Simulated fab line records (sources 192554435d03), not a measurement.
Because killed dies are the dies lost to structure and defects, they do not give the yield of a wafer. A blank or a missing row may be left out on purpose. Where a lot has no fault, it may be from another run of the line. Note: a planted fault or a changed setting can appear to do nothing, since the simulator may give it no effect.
Chamber matching	flow n5_finfet	N5_BEOL_M15_ETCH_57 on rie_diel-02: 4 sister chambers
The step etches SOC in N2/H2, time 750 s. 8 wafers are shown with their chamber, then 8 later ones without.

WAFERS PAIRED WITH THEIR CHAMBERS
wafer	chamber	throttle_valve_pct (%)	drypump_motor_current_A (A)
L082.2	2	17.4	5.8
L083.2	3	18.1	5.0
L083.4	1	17.5	5.9
L083.5	0	18.1	6.0
L089.2	0	18.1	5.9
L089.4	2	17.4	5.8
L089.6	3	18.2	5.1
L093.3	1	17.5	5.9

WAFERS WITHOUT THEIR CHAMBER
wafer	throttle_valve_pct (%)	drypump_motor_current_A (A)
L093.4	18.1	5.9
L093.5	17.4	5.8
L095.1	18.1	6.0
L095.5	17.5	5.9
L095.6	17.4	5.8
L097.1	18.2	5.1
L097.4	18.2	6.0
L097.5	18.2	5.1

THE CHAMBER EACH PASSED THROUGH
wafer	from the rows above	in truth
L093.4	0	0
L093.5	2	2
L095.1	0	0
L095.5	1	1
L095.6	2	2
L097.1	3	3
L097.4	0	0
L097.5	3	3
Placed correctly: 8 of 8. Number that these rows cannot place: 0. 0 placed wrongly.
How it was worked out, from the rows above alone: a wafer's distance from a chamber is the root of the sum, over the readings, of the square of ((its reading less the chamber's mean) divided by the reading's scatter). If the next closest chamber is less than 2 further off than the closest, the wafer can't be placed; otherwise it belongs to the closest. The mean given for a chamber averages the wafers shown for that chamber. The scatter is the square root of a quotient: the sum, over the shown wafers, of each reading's squared deviation from its chamber's mean, divided by wafers minus chambers.
